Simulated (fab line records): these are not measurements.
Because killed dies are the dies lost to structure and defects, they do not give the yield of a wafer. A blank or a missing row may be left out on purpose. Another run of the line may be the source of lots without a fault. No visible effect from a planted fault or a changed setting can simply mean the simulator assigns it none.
Which tool is to blame? -- flow nand-harc -- 14 lots with 42 wafers sampled at 4 steps, on a route of 1302 steps

## WHAT EACH GAUGE READ, for each wafer
The record lacks any reading of a measuring or inspecting step that a usual standard deviation could be used to judge.

## EACH LOT AND THE TOOL THAT RAN IT (in order: tool; ch and the chambers of the sampled wafers; start)
lot,NHARC_A_STAIRCASE_TRIM_224,NHARC_A_STAIRCASE_TRIM_235,NHARC_A_STAIRCASE_PEB_248,NHARC_A_STAIRCASE_STRIP_254
L472,"rie-diel-05 ch 0,1, day 16 01:16 or earlier","rie-diel-10 ch 0,1,3, day 16 01:16 or earlier","litho-track-07 ch 0, day 16 01:16","plasma-asher-01 ch 0,1, day 16 02:28"
L476,"rie-diel-04 ch 0,2,3, day 17 06:41 or earlier","rie-diel-04 ch 0,1,3, day 17 06:41 or earlier","litho-track-07 ch 0, day 17 06:41","plasma-asher-02 ch 0,1, day 17 07:11"
L478,"rie-diel-04 ch 1,3, day 18 09:22 or earlier","rie-diel-04 ch 1,3, day 18 09:22 or earlier","litho-track-07 ch 0, day 18 09:22","plasma-asher-02 ch 1, day 18 09:54"
L477,"rie-diel-04 ch 1,2,3, day 18 10:20 or earlier","rie-diel-10 ch 0,1,3, day 18 10:20 or earlier","litho-track-02 ch 0, day 18 10:20","plasma-asher-01 ch 0,1, day 18 11:52"
L480,"rie-diel-04 ch 0,1,2, day 19 08:00 or earlier","rie-diel-05 ch 0,1,2, day 19 08:00 or earlier","litho-track-05 ch 0, day 19 08:00","plasma-asher-02 ch 0,1, day 19 08:29"
L481,"rie-diel-10 ch 1,2,3, day 20 06:37 or earlier","rie-diel-10 ch 0,1,2, day 20 06:37 or earlier","litho-track-05 ch 0, day 20 06:37","plasma-asher-02 ch 0,1, day 20 07:08"
L486,"rie-diel-10 ch 1,3, day 22 02:47 or earlier","rie-diel-10 ch 1,2, day 22 02:47 or earlier","litho-track-02, day 22 02:47","plasma-asher-02 ch 0,1, day 22 03:17"
L489,"rie-diel-05 ch 0,1,3, day 22 21:19 or earlier","rie-diel-05 ch 0,1,3, day 22 21:19 or earlier","litho-track-02 ch 0, day 22 21:19","plasma-asher-02 ch 0,1, day 22 21:48"
L488,"rie-diel-04 ch 1,3, day 22 22:07 or earlier","rie-diel-04 ch 0,1,3, day 22 22:07 or earlier","litho-track-05, day 22 22:07","plasma-asher-02 ch 0,1, day 22 22:37"
L491,"rie-diel-04 ch 0,1,3, day 24 02:20 or earlier","rie-diel-04 ch 2,3, day 24 02:20 or earlier","litho-track-05 ch 0, day 24 02:20","plasma-asher-01 ch 0,1, day 24 02:52"
L490,"rie-diel-05 ch 0,2,3, day 24 02:39 or earlier","rie-diel-10 ch 1,2,3, day 24 02:39 or earlier","litho-track-05 ch 0, day 24 02:39","plasma-asher-02 ch 0,1, day 24 03:11"
L493,"rie-diel-10 ch 1,3, day 24 16:01 or earlier","rie-diel-10 ch 0,1, day 24 16:01 or earlier","litho-track-07 ch 0, day 24 16:01","plasma-asher-02 ch 0,1, day 24 16:55"
L492,"rie-diel-10 ch 0,1,2, day 24 17:10 or earlier","rie-diel-05 ch 0,1, day 24 17:10 or earlier","litho-track-05 ch 0, day 24 17:10","plasma-asher-01 ch 0,1, day 24 17:44"
L495,"rie-diel-04 ch 0,2,3, day 25 18:59 or earlier","rie-diel-04 ch 1,2,3, day 25 18:59 or earlier","litho-track-02 ch 0, day 25 18:59","plasma-asher-01 ch 0,1, day 25 19:28"
- NHARC_A_STAIRCASE_TRIM_224: chemistry O2, time 211.2 s.
- NHARC_A_STAIRCASE_TRIM_235: chemistry O2, time 211.2 s.
- NHARC_A_STAIRCASE_PEB_248: peb time 130 s.
- NHARC_A_STAIRCASE_STRIP_254: strips in O2.

## WHAT THE TOOLS THEMSELVES READ (means of the sampled wafers that have a number; where no wafer has one, the mark that the record gives instead)
NHARC_A_STAIRCASE_TRIM_224.
lot,tool,drypump-motor-current-A (A),oes-product-au (a.u.),rf-vpp-V (V),showerhead-plenum-p-Torr (Torr),throttle-valve-pct (%)
L472,rie-diel-05,5.4,0.992,57.8,3.49,17.029
L476,rie-diel-04,5.9,1.009,57.4,3.42,17.035
L478,rie-diel-04,6.6,1.005,57.9,3.61,17.028
L477,rie-diel-04,6.3,1.017,58.0,3.52,17.038
L480,rie-diel-04,5.9,1.000,58.0,3.41,17.034
L481,rie-diel-10,5.6,0.994,57.4,3.48,17.028
L486,rie-diel-10,5.8,0.989,58.7,3.54,17.034
L489,rie-diel-05,5.6,0.993,58.2,3.58,17.033
L488,rie-diel-04,6.6,1.010,58.0,3.60,17.030
L491,rie-diel-04,6.2,1.004,57.8,3.49,17.033
L490,rie-diel-05,5.7,0.995,58.9,3.58,17.042
L493,rie-diel-10,5.8,0.991,57.9,3.53,17.038
L492,rie-diel-10,5.7,0.989,56.3,3.39,17.024
L495,rie-diel-04,5.9,0.998,57.6,3.39,17.030

NHARC_A_STAIRCASE_TRIM_235.
lot,tool,drypump-motor-current-A (A),oes-product-au (a.u.),rf-vpp-V (V),showerhead-plenum-p-Torr (Torr),throttle-valve-pct (%)
L472,rie-diel-10,5.8,0.997,58.2,3.50,17.036
L476,rie-diel-04,6.2,0.996,58.1,3.52,17.034
L478,rie-diel-04,6.6,1.016,58.1,3.61,17.021
L477,rie-diel-10,5.8,0.992,57.5,3.49,17.039
L480,rie-diel-05,5.5,1.013,57.6,3.49,17.035
L481,rie-diel-10,5.6,1.006,57.3,3.41,17.031
L486,rie-diel-10,5.3,0.999,56.8,3.51,17.032
L489,rie-diel-05,5.5,0.991,57.8,3.58,17.048
L488,rie-diel-04,6.2,0.989,56.7,3.50,17.038
L491,rie-diel-04,6.1,0.992,57.6,3.40,17.037
L490,rie-diel-10,5.6,0.997,57.4,3.46,17.047
L493,rie-diel-10,5.5,0.989,57.5,3.50,17.033
L492,rie-diel-05,5.6,1.007,57.1,3.51,17.036
L495,rie-diel-04,6.3,1.011,57.6,3.49,17.033

NHARC_A_STAIRCASE_PEB_248.
lot,tool,chill-plate-temp-C (C),exhaust-pa (Pa),resist-line-temp-C (C)
L472,litho-track-07,22.89,45.2,22.99
L476,litho-track-07,23.11,45.3,22.94
L478,litho-track-07,22.90,45.0,23.02
L477,litho-track-02,23.09,44.4,23.01
L480,litho-track-05,23.03,45.7,22.98
L481,litho-track-05,22.87,46.1,23.01
L486,litho-track-02,-,-,-
L489,litho-track-02,22.93,45.3,22.91
L488,litho-track-05,-,-,-
L491,litho-track-05,22.83,45.7,22.75
L490,litho-track-05,23.09,44.9,23.00
L493,litho-track-07,23.07,44.4,22.95
L492,litho-track-05,23.07,45.7,22.92
L495,litho-track-02,23.12,45.4,22.96

NHARC_A_STAIRCASE_STRIP_254.
lot,tool,drypump-motor-current-A (A),heater-power-w (W)
L472,plasma-asher-01,5.61,334
L476,plasma-asher-02,6.10,393
L478,plasma-asher-02,6.10,406
L477,plasma-asher-01,5.57,318
L480,plasma-asher-02,6.10,402
L481,plasma-asher-02,6.08,401
L486,plasma-asher-02,6.07,408
L489,plasma-asher-02,6.08,406
L488,plasma-asher-02,6.10,397
L491,plasma-asher-01,5.61,342
L490,plasma-asher-02,6.09,412
L493,plasma-asher-02,6.09,392
L492,plasma-asher-01,5.57,331
L495,plasma-asher-01,5.54,332

## THE ANSWER, worked out from the rows above alone
Rule: the usual values come from the lots themselves. Put in order of their means at a reading, lots are off if they are a third of the lots or fewer, leave a main group of 4 or more, and stand apart from it by a gap of 3 or more times the standard deviation of the main group's means; of several such gaps the widest counts. Not used: any main group whose means are identical at the precision the tables above print for the reading. Also off: a lot with no number at a reading for which 4 or more lots have one. The other lots that the step has rows for count as sound. Order of review: gauges by route order, followed by the tools' own readings, for which a lot's mean as printed above is used. At the first step where some lot is off, the reading lying furthest off is the one used; lots without a number count as furthest.
Off: L486, L488, at NHARC_A_STAIRCASE_PEB_248 (chill-plate-temp-C). Without a number there: L486, L488. Mean 23.00 C and standard deviation 0.1 in the main group.
A tool fits if, at that step or a process step before it, it ran every lot that is off, and no sound lot after the first of them. NHARC_A_STAIRCASE_TRIM_224 gives no start for some lots, so the hours and the order of its lots are those of NHARC_A_STAIRCASE_PEB_248. NHARC_A_STAIRCASE_TRIM_235 gives no start for some lots, so the hours and the order of its lots are those of NHARC_A_STAIRCASE_PEB_248. Of those tried, none fits.

## WHAT THE SIMULATOR HAD INSERTED
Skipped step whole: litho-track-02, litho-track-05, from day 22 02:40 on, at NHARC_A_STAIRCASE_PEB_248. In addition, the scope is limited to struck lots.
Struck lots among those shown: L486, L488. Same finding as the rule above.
